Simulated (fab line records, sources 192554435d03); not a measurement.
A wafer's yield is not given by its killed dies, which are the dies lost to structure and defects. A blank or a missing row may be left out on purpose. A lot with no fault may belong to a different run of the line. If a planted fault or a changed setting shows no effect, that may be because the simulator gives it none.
Chamber matching | flow n5Finfet | N5_BEOL_M3_CO_CAP_55 on cvdCo-02 has 3 sister chambers
The step material Co, precursor CCTBA/H2, target thk 2 nm, time 102.1 s. 33 wafers are shown with their chamber, then 12 later ones without.

EACH WAFER AND ITS CHAMBER
wafer  | chamber | heaterPowerW (W)
L074.1 | 2       | 192
L074.3 | 1       | 224
L074.5 | 2       | 197
L075.2 | 2       | 189
L075.4 | 0       | 261
L075.6 | 2       | 194
L076.1 | 2       | 191
L076.4 | 0       | 254
L076.6 | 1       | 223
L078.2 | 0       | 261
L078.4 | 2       | 196
L078.6 | 0       | 259
L079.2 | 0       | 252
L079.3 | 2       | 193
L079.5 | 0       | 268
L080.1 | 2       | 189
L080.3 | 1       | 225
L080.5 | 1       | 224
L081.1 | 2       | 192
L081.2 | 0       | 264
L081.6 | 2       | 197
L083.2 | 1       | 225
L083.4 | 0       | 260
L083.6 | 1       | 221
L085.2 | 1       | 226
L085.5 | 2       | 198
L085.6 | 0       | 262
L086.1 | 1       | 219
L086.3 | 0       | 257
L086.5 | 1       | 217
L089.1 | 1       | 219
L089.4 | 2       | 194
L089.6 | 0       | 256

SIGNATURES, as means of the wafers listed above
reading      | chamber 0 | chamber 1 | chamber 2 | scatter within a chamber
heaterPowerW | 259.45    | 222.30    | 193.50    | 3.64
Rule: distance of a wafer from a chamber = root of the sum over the readings of ((wafer's reading minus chamber's mean) / reading's scatter) squared. If the next closest chamber is less than 2 further off than the closest, the wafer can't be placed; otherwise it belongs to the closest. The scatter: the root of (the sum of the squares of (reading less its chamber's mean) over the shown wafers, divided by (wafers less chambers)).

WAFERS WITHOUT THEIR CHAMBER
wafer  | heaterPowerW (W)
L090.3 | 218
L090.4 | 192
L090.6 | 219
L093.2 | 190
L093.3 | 226
L093.4 | 256
L095.2 | 199
L095.5 | 197
L095.6 | 251
L097.3 | 199
L097.4 | 198
L097.5 | 258

THE CHAMBER EACH PASSED THROUGH
wafer  | from the rows above | in truth
L090.3 | 1                   | 1
L090.4 | 2                   | 2
L090.6 | 1                   | 1
L093.2 | 2                   | 2
L093.3 | 1                   | 1
L093.4 | 0                   | 0
L095.2 | 2                   | 2
L095.5 | 2                   | 2
L095.6 | 0                   | 0
L097.3 | 2                   | 2
L097.4 | 2                   | 2
L097.5 | 0                   | 0
12 of 12 placed correctly. Not placeable from these rows: 0. Wrongly placed: 0.
